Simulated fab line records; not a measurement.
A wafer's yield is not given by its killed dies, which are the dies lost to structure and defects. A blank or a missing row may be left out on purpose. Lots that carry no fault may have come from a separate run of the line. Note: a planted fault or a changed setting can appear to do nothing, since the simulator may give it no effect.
fab line records -- flow n5_finfet
record: lots: 7, wafers: 21, last_day: 17
route steps=1938 shown BEOL_M3@1020 BEOL_M4@1021
lots with no fault: from the same line, run without faults
start_h: hours from the record's first day to the start of the lot's first wafer shown -- wait_h: time in hours since the lot's previous step -- " unchanged from the row above -- L1.1+2: a single row standing in for several wafers -- - value missing, or start not given -- * or withheld: withheld -- < > ~ a bound
route shown NAME@n: NAME is a module with steps in the file, n the number in the route of the first one -- usual: mean/standard deviation of fault-free wafers -- same: alike in all rows -- chamber/n: place in a boat -- sites: the reading at each site -- _std_site: the values' standard deviation -- _edge_site: outer sites' mean less inner sites' -- radius_mm: how far each site lies from the wafer's centre -- mask NAME#n: copy n -- behind: the last tool/chamber to shape the wafer -- hold: what put the lot on hold/how long, in hours/how the hold closed -- device: whichever transistor did not switch (one of n, p or np) -- end of line: tests of these same wafers at the route's end -- step lacking rows: just its recipe -- killed: the dies lost at the first sort to structure and to defects; this is not the yield of the wafer -- map: dies across one wafer; x = killed, . = not, _ = none there
set.NAME: setting as actually run; set.NAME@STEP: the setting as run at that earlier step -- model.NAME: the simulator's own value behind a step, which no gauge read
lots at some steps of the route; a table a step, a row a wafer
services: a tool's chamber out of use, with start hour (start_h, from the record's first day; less than 0 if before it), hours out, and reason
== steps ==
step: N5_BEOL_M3_INSPECT_59
recipe: inspect_instrument: darkfield, mode: post_dep
usual: raw_defect_count: 67/22
lot.wafer,tool,chamber,start_h,wait_h,raw_defect_count
L379.1,defect_inspect-01,-,221.01,0.0,40
L379.2,defect_inspect-01,-,221.01,0.0,41
L379.3,defect_inspect-01,-,221.01,0.0,79
L381.1,defect_inspect-01,-,225.93,0.0,35
L381.2,defect_inspect-01,-,225.93,0.0,71
L381.4,defect_inspect-01,-,225.93,0.0,42
L385.1,defect_inspect-02,-,260.96,0.0,75
L385.2,defect_inspect-02,-,260.96,0.0,59
L385.6,defect_inspect-02,-,260.96,0.0,69
L387.3,defect_inspect-01,-,263.32,0.0,42
L387.5,defect_inspect-01,-,263.32,0.0,40
L387.6,defect_inspect-01,-,263.32,0.0,42
L386.1,defect_inspect-02,-,265.26,0.0,121
L386.3,defect_inspect-02,-,265.26,0.0,143
L386.4,defect_inspect-02,-,265.26,0.0,92
L392.1,defect_inspect-01,-,292.71,0.0,50
L392.2,defect_inspect-01,-,292.71,0.0,49
L392.4,defect_inspect-01,-,292.71,0.0,40
L393.2,defect_inspect-02,-,300.35,0.0,66
L393.5,defect_inspect-02,-,300.35,0.0,57
L393.6,defect_inspect-02,-,300.35,0.0,70
step: N5_BEOL_M4_ILD_DEP_00
recipe: material: SiOC, target_thk_a: 790, temp_c: 350, precursor: DEMS/O2, pressure_torr: 5, rf_w: 500, time_s: 15.3
usual: heater_power_w: 450/82, showerhead_plenum_p_Torr: 5.693/0.014, throttle_valve_pct: 12.0/0.6
lot.wafer,tool,chamber,start_h,wait_h,heater_power_w,showerhead_plenum_p_Torr,throttle_valve_pct
L379.1,pecvd-02,2,221.05,0.0,436,5.702,11.9
L379.2,pecvd-02,0,221.05,0.0,437,5.678,12.5
L379.3,pecvd-02,1,221.05,0.0,395,5.695,12.3
L381.1,pecvd-01,1,225.97,0.0,367,5.691,12.6
L381.2,pecvd-01,0,225.97,0.0,635,5.697,10.9
L381.4,pecvd-01,1,225.97,0.0,373,5.697,12.6
L385.1,pecvd-01,1,261.00,0.0,336,5.700,12.1
L385.2,pecvd-01,0,261.00,0.0,670,5.704,10.9
L385.6,pecvd-01,2,261.00,0.0,445,5.691,11.0
L387.3,pecvd-02,2,263.35,0.0,469,5.709,12.0
L387.5,pecvd-02,1,263.35,0.0,420,5.691,12.6
L387.6,pecvd-02,0,263.35,0.0,455,5.685,12.4
L386.1,pecvd-02,0,265.30,0.0,413,5.679,12.5
L386.3,pecvd-02,2,265.30,0.0,440,5.709,11.9
L386.4,pecvd-02,0,265.30,0.0,414,5.681,12.5
L392.1,pecvd-04,0,292.75,0.0,522,5.684,11.9
L392.2,pecvd-04,1,292.75,0.0,444,5.699,12.1
L392.4,pecvd-04,1,292.75,0.0,452,5.685,12.1
L393.2,pecvd-01,1,300.39,0.0,383,5.698,12.3
L393.5,pecvd-01,0,300.39,0.0,621,5.693,10.8
L393.6,pecvd-01,1,300.39,0.0,379,5.699,12.4
step: N5_BEOL_M4_THK_MEAS_01
recipe: reads: SiOC_of_BEOL_M4_ILD_DEP_00
usual: M4_ILD_THK: 79.1/0.9
lot.wafer,tool,chamber,start_h,wait_h,M4_ILD_THK[nm]
L379.1,film_metro-01,-,221.12,0.0,79.4
L379.2,film_metro-01,-,221.12,0.0,78.9
L379.3,film_metro-01,-,221.12,0.0,78.9
L381.1,film_metro-02,-,226.03,0.0,78.9
L381.2,film_metro-02,-,226.03,0.0,79.2
L381.4,film_metro-02,-,226.03,0.0,80.3
L385.1,film_metro-02,-,261.06,0.0,79.4
L385.2,film_metro-02,-,261.06,0.0,78.7
L385.6,film_metro-02,-,261.06,0.0,78.5
L387.3,film_metro-01,-,263.42,0.1,78.2
L387.5,film_metro-01,-,263.42,0.1,80.6
L387.6,film_metro-01,-,263.42,0.1,79.9
L386.1,film_metro-01,-,265.36,0.0,78.4
L386.3,film_metro-01,-,265.36,0.0,79.2
L386.4,film_metro-01,-,265.36,0.0,79.8
L392.1,film_metro-01,-,292.81,0.0,78.0
L392.2,film_metro-01,-,292.81,0.0,78.0
L392.4,film_metro-01,-,292.81,0.0,79.3
L393.2,film_metro-02,-,300.46,0.1,78.4
L393.5,film_metro-02,-,300.46,0.1,79.8
L393.6,film_metro-02,-,300.46,0.1,81.1
step: N5_BEOL_M4_PECVD_72
recipe: material: SiO2, target_thk_a: 160, temp_c: 400, precursor: TEOS/O2, pressure_torr: 5.5, rf_w: 450, teos_flow_sccm: 53.8, gas: O2, flow_sccm: 3000, time_s: 18
usual: heater_power_w: 662/110, showerhead_plenum_p_Torr: 8.77/0.047, throttle_valve_pct: 22.3/1
lot.wafer,tool,chamber,start_h,wait_h,heater_power_w,showerhead_plenum_p_Torr,throttle_valve_pct
L379.1,pecvd-04,0,221.16,0.0,757,8.74,22.2
L379.2,pecvd-04,1,221.16,0.0,647,8.78,23.0
L379.3,pecvd-04,1,221.16,0.0,645,8.77,22.6
L381.1,pecvd-02,1,226.07,0.0,624,8.78,23.4
L381.2,pecvd-02,2,226.07,0.0,644,8.86,22.3
L381.4,pecvd-02,1,226.07,0.0,631,8.79,23.6
L385.1,pecvd-04,1,261.10,0.0,675,8.74,23.0
L385.2,pecvd-04,0,261.10,0.0,691,8.72,22.3
L385.6,pecvd-04,1,261.10,0.0,681,8.76,22.9
L387.3,pecvd-01,1,263.46,0.0,502,8.77,23.2
L387.5,pecvd-01,2,263.46,0.0,825,8.78,21.0
L387.6,pecvd-01,1,263.46,0.0,508,8.79,23.6
L386.1,pecvd-01,1,265.40,0.0,476,8.79,23.3
L386.3,pecvd-01,2,265.40,0.0,764,8.79,21.1
L386.4,pecvd-01,2,265.40,0.0,757,8.81,20.7
L392.1,pecvd-02,1,292.85,0.0,557,8.81,23.4
L392.2,pecvd-02,2,292.85,0.0,701,8.86,22.3
L392.4,pecvd-02,0,292.85,0.0,567,8.70,23.5
L393.2,pecvd-04,2,300.50,0.0,592,8.81,20.3
L393.5,pecvd-04,1,300.50,0.0,558,8.75,22.9
L393.6,pecvd-04,2,300.50,0.0,622,8.78,20.3
step: N5_BEOL_M4_HM_DEP_02
recipe: material: TiN, target_thk_a: 200, temp_c: 25, chamber_pressure_pa: 0.49996
usual: substrate_temp_c: 25.01/0.1, throttle_valve_pct: 30.2/0.91
lot.wafer,tool,chamber,start_h,wait_h,substrate_temp_c,throttle_valve_pct
L379.1,pvd_sputter-02,-,222.01,0.8,25.19,30.5
L379.2,pvd_sputter-02,-,222.01,0.8,25.00,29.6
L379.3,pvd_sputter-02,-,222.01,0.8,25.01,29.3
L381.1,pvd_sputter-01,-,226.66,0.6,25.09,31.9
L381.2,pvd_sputter-01,-,226.66,0.6,25.00,30.9
L381.4,pvd_sputter-01,-,226.66,0.6,25.15,29.2
L385.1,pvd_sputter-02,-,261.81,0.7,24.94,29.1
L385.2,pvd_sputter-02,-,261.81,0.7,25.09,30.3
L385.6,pvd_sputter-02,-,261.81,0.7,25.07,29.0
L387.3,pvd_sputter-03,-,264.91,1.4,24.95,31.5
L387.5,pvd_sputter-03,-,264.91,1.4,25.00,31.7
L387.6,pvd_sputter-03,-,264.91,1.4,25.07,30.4
L386.1,pvd_sputter-03,-,265.64,0.2,24.94,32.0
L386.3,pvd_sputter-03,-,265.64,0.2,25.01,30.0
L386.4,pvd_sputter-03,-,265.64,0.2,25.14,29.2
L392.1,pvd_sputter-02,-,293.28,0.4,25.12,29.8
L392.2,pvd_sputter-02,-,293.28,0.4,24.73,29.2
L392.4,pvd_sputter-02,-,293.28,0.4,24.97,30.4
L393.2,pvd_sputter-03,-,301.06,0.5,25.07,30.2
L393.5,pvd_sputter-03,-,301.06,0.5,24.97,30.1
L393.6,pvd_sputter-03,-,301.06,0.5,25.10,29.8
step: N5_BEOL_M4_COAT_61
recipe: resist: SOC, temp_c: 250, time_s: 60, spin_rpm: 1500, resist_thk_nm: 60
step: N5_BEOL_M4_COAT_62
recipe: resist: SiARC, temp_c: 220, time_s: 60, spin_rpm: 1500, resist_thk_nm: 12
step: N5_BEOL_M4_COAT_73
recipe: resist: underlayer, temp_c: 205, time_s: 60, spin_rpm: 1500, resist_thk_nm: 5
step: N5_BEOL_M4_COAT_05
recipe: resist: CAR-EUV, spin_rpm: 1500, resist_thk_nm: 30
step: N5_BEOL_M4_EBR_07
recipe: solvent: PGMEA, ebr_width_mm: 1.5
step: N5_BEOL_M4_SOFTBAKE_06
recipe: temp_c: 110, time_s: 60, resist: CAR-EUV
step: N5_BEOL_M4_EXPOSE_08
recipe: mask_id: M4, na: 0.33, source_shape: dipole, sigma_inner: 0.369, sigma_outer: 0.767, polarization: unpolarized, dose_mj: 41.25
step: N5_BEOL_M4_PEB_09
recipe: peb_temp_c: 100, peb_time_s: 60, resist: CAR-EUV
usual: chill_plate_temp_C: 22.98/0.12, exhaust_pa: 45.1/0.88
lot.wafer,tool,chamber,start_h,wait_h,chill_plate_temp_C,exhaust_pa
L379.1,litho_track-05,0,222.34,0.1,22.88,45.0
L379.2,litho_track-05,0,222.34,0.1,22.97,43.3
L379.3,litho_track-05,0,222.34,0.1,23.04,45.3
L381.1,litho_track-02,0,226.98,0.1,22.91,44.5
L381.2,litho_track-02,0,226.98,0.1,22.96,43.4
L381.4,litho_track-02,0,226.98,0.1,23.04,45.3
L385.1,litho_track-02,-,262.14,0.1,-,-
L385.2,litho_track-02,-,262.14,0.1,-,-
L385.6,litho_track-02,-,262.14,0.1,-,-
L387.3,litho_track-05,-,265.37,0.0,-,-
L387.5,litho_track-05,-,265.37,0.0,-,-
L387.6,litho_track-05,-,265.37,0.0,-,-
L386.1,litho_track-05,-,266.09,0.1,-,-
L386.3,litho_track-05,-,266.09,0.1,-,-
L386.4,litho_track-05,-,266.09,0.1,-,-
L392.1,litho_track-01,0,293.73,0.1,23.06,44.9
L392.2,litho_track-01,0,293.73,0.1,22.97,43.0
L392.4,litho_track-01,0,293.73,0.1,22.94,43.3
L393.2,litho_track-01,0,301.51,0.1,23.04,44.8
L393.5,litho_track-01,0,301.51,0.1,22.97,45.9
L393.6,litho_track-01,0,301.51,0.1,22.98,44.9
step: N5_BEOL_M4_DEVELOP_10
recipe: develop_time_s: 30, developer: TMAH, resist: CAR-EUV, rinse_liquid: surfactant_rinse, dry: air_spin, dev_temp_c: 23
== services ==
tool,chamber,start_h,hours,kind
pecvd-04,1,198.86,14.1,repair
pecvd-04,2,217.99,6.7,repair
pecvd-01,1,218.87,5.0,scheduled_down
pecvd-04,2,246.07,5.5,scheduled_down
pecvd-04,2,251.58,-,clean
pecvd-04,2,251.58,-,consumable_replace:showerhead
pecvd-04,2,251.58,29.0,scheduled_down
pecvd-04,2,251.58,29.0,vent_cycle
pvd_sputter-01,-,265.60,4.9,repair
litho_track-01,-,285.79,-,consumable_replace:filter
== key ==
first_sign: step: N5_BEOL_M4_PEB_09, reading: tool_record, direction: missing
effect none on later readings
met_at N5_BEOL_M4_PEB_09
struck_wafers L385.1,L385.2,L385.6,L386.1,L386.3,L386.4,L387.3,L387.5,L387.6
later_rows_left_out L385.1,L385.2,L385.6,L386.1,L386.3,L386.4,L387.3,L387.5,L387.6
sort_left_out L385.1,L385.2,L385.6,L386.1,L386.3,L386.4,L387.3,L387.5,L387.6
onset_between 226.98 262.14
fault: kind: skipped_step_whole, tool: litho_track-02,litho_track-05, chamber: -, onset_h: 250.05, steps: N5_BEOL_M4_PEB_09, scope: struck_lots_only
sort_left_out: the simulated sort isn't trusted on such a fault, so these wafers' sort isn't shown, and their yield isn't known
later_rows_left_out: the simulator's readings of these wafers behind a module that went badly wrong aren't trusted and aren't shown, but for the sort
